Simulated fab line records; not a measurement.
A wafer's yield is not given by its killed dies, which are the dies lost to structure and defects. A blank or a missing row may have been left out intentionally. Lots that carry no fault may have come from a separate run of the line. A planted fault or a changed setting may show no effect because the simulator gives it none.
Struck lot and sound lot, side by side || flow nand-harc || 16 steps out of a route of 1302
Sound: these wafers, L354.1, L354.5, L354.6. Struck: wafers L353.1, L353.3, L353.4. Last of all comes the cause.
Per side, at each step with rows, come the tool, then ch with its chambers, and then its first start. Under that, the readings that differ: sound wafers || struck wafers || difference of the means || sigmas: that difference in standard deviations of wafers without a fault.
alike: same words and numbers on both sides, and readings whose means sit less than 2 such deviations apart. not compared: any withheld reading, any reading some wafer has no value for, any bound like >300 that may hide the same value, and any number with overlapping values for which the record gives no deviation.
A row with sigmas, a row that says differs or no value, or rows on one side alone: a step with any of these is where the two part. Numbers that have no deviation but don't overlap get no sigmas and don't part them. A reading missing from all wafers of one side parts the sides only when that side holds two or more wafers.

first, 1 step without rows for these wafers: NHARC_A_ONON_D1_DEP_09 (target thk 1000 nm).
NHARC_A_ONON_D1_THK_MEAS_11: measures by ellipsometry.
  struck on film-metro-01, day 12 19:34; sound on film-metro-01, day 13 05:46
  alike: thk-nm
next comes 1 step that has no rows for these wafers: NHARC_A_ONON_D1_DEP_12 (target thickness 1000 nm).
NHARC_A_ONON_D1_THK_MEAS_14: measures by ellipsometry.
  struck on film-metro-02, day 12 20:08; sound on film-metro-02, day 13 06:20
  alike: thk-nm
then, 2 steps without rows for these wafers: NHARC_A_ONON_D1_ANNEAL_15 (time 3600 s); NHARC_A_ONON_D1_DEP_16 (target thk 1000 nm).
NHARC_A_ONON_D1_THK_MEAS_18: measures by ellipsometry.
  struck on film-metro-01, day 13 04:53; sound on film-metro-01, day 13 14:07
  alike: thk-nm
next comes 1 step that has no rows for these wafers: NHARC_A_ONON_D1_DEP_19 (target thickness 1000 nm).
NHARC_A_ONON_D1_THK_MEAS_21: measures by ellipsometry.
  struck on film-metro-02, day 13 05:27; sound on film-metro-01, day 13 14:41
  alike: thk-nm
next comes 1 step that has no rows for these wafers: NHARC_A_ONON_D1_DEP_22 (target thickness 1000 nm).
NHARC_A_ONON_D1_THK_MEAS_24: measures by ellipsometry.
  struck on film-metro-02, day 13 06:01; sound on film-metro-01, day 13 15:16
  alike: thk-nm
NHARC_A_ONON_D1_DEP_25: target thk 1000 nm.
  sound on pecvd-onon-01 ch 0, day 13 15:19; struck on pecvd-onon-04, day 13 06:04
  no value came back on the struck wafers for n2-flow-sccm (sccm), n2o-flow-sccm (sccm); on the sound wafers n2-flow-sccm (sccm) reads 2758 2754 2756
next comes 1 step that has no rows for these wafers: NHARC_A_ONON_D1_DEP_28 (target thickness 1000 nm).
NHARC_A_ONON_D1_DEP_33: deposits SiO2, target thk 200 nm.
  sound on pecvd-01 ch 0,1,2, day 13 16:26; struck on pecvd-02 ch 0,1, day 13 07:12
  alike: chamber-pressure-Torr, flow-sccm, heater-power-outer-w, heater-power-w, throttle-valve-pct
NHARC_A_ONON_D1_INSPECT_32:
  struck on defect-inspect-01, day 13 09:10; sound on defect-inspect-01, day 13 16:55
{"reading": "hold", "sound": "- - -", "struck": "await-dispo/1.3h/release await-dispo/1.3h/release await-dispo/1.3h/release", "difference": "no value on the sound wafers", "sigmas": ""}
{"reading": "raw-defect-count", "sound": "104 82 173", "struck": "57 64 58", "difference": -60, "sigmas": -2}
-- record jumps: 16 days between struck wafers' starts before vs after; left off in module A_ONON_D1, resumes in module END, first step shown is number 1302 of the route --
NHARC_END_SORT_01:
  at this point the record logs the struck wafers (prober-01 ch 0, day 29 18:29) and has no rows for the sound ones

## WHERE THEY PART
At NHARC_A_ONON_D1_DEP_25 first; at NHARC_END_SORT_01 last (within this record only).

WHY: what had been put in by the simulator
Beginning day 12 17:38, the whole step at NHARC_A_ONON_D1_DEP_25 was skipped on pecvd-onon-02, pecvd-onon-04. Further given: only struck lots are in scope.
